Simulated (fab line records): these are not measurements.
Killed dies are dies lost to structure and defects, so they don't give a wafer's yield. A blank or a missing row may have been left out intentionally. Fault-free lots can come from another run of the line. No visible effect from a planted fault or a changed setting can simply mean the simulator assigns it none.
Chamber matching	flow nand harc	rie diel-02 running NHARC_P_ZERO_WELL_DESCUM_39: 4 sister chambers
The step chemistry O2, time 3 s. 14 wafers are shown with their chamber, then 7 later ones without.

## WAFERS WITH THEIR CHAMBER
wafer	chamber	showerhead plenum p Torr (Torr)	drypump motor current A (A)	oes product au (a.u.)
L074.2	2	1.83	6.0	1.003
L074.4	1	1.88	6.0	0.981
L074.5	0	1.99	5.6	0.996
L083.2	2	1.83	6.0	1.025
L083.3	1	1.87	6.0	1.005
L083.4	0	1.99	5.6	1.008
L085.1	3	1.93	6.1	0.997
L085.2	2	1.83	6.0	1.016
L085.6	1	1.87	5.9	0.997
L086.3	2	1.83	6.0	1.027
L086.5	1	1.87	5.9	0.997
L086.6	0	1.98	5.6	0.995
L093.2	0	1.98	5.6	1.005
L093.4	2	1.82	6.0	1.004

SIGNATURES (averages over the wafers above)
reading	chamber 0	chamber 1	chamber 2	chamber 3	scatter within a chamber
showerhead plenum p Torr	1.9850	1.8725	1.8280	1.9300	0.00505
drypump motor current A	5.600	5.950	6.000	6.100	0.0316
oes product au	1.00100	0.99500	1.01500	0.99700	0.0097
Rule: for a wafer and a chamber, the distance is found by dividing, reading by reading, the gap between the wafer's reading and the chamber's mean by the reading's scatter, squaring, summing and taking the root. If the next closest chamber is less than 2 further off than the closest, the wafer can't be placed; otherwise it belongs to the closest. How the scatter is found: for the shown wafers, subtract from each reading the mean of its chamber, square and add these, divide the total by (wafers less chambers), then take the root.

## WAFERS WHOSE CHAMBER IS MISSING
wafer	showerhead plenum p Torr (Torr)	drypump motor current A (A)	oes product au (a.u.)
L093.5	1.98	5.6	1.002
L095.4	1.86	6.0	0.993
L095.5	1.86	6.0	0.996
L095.6	1.82	6.0	1.002
L096.2	1.81	6.0	0.993
L096.4	1.91	6.1	1.010
L096.5	1.81	6.0	1.003

## WHICH CHAMBER EACH ONE RAN IN
wafer	from the rows above	in truth
L093.5	0	0
L095.4	1	1
L095.5	1	1
L095.6	2	2
L096.2	2	2
L096.4	3	3
L096.5	2	2
Correctly placed: 7 of 7. From these rows, 0 cannot be placed. Placed wrongly: 0.
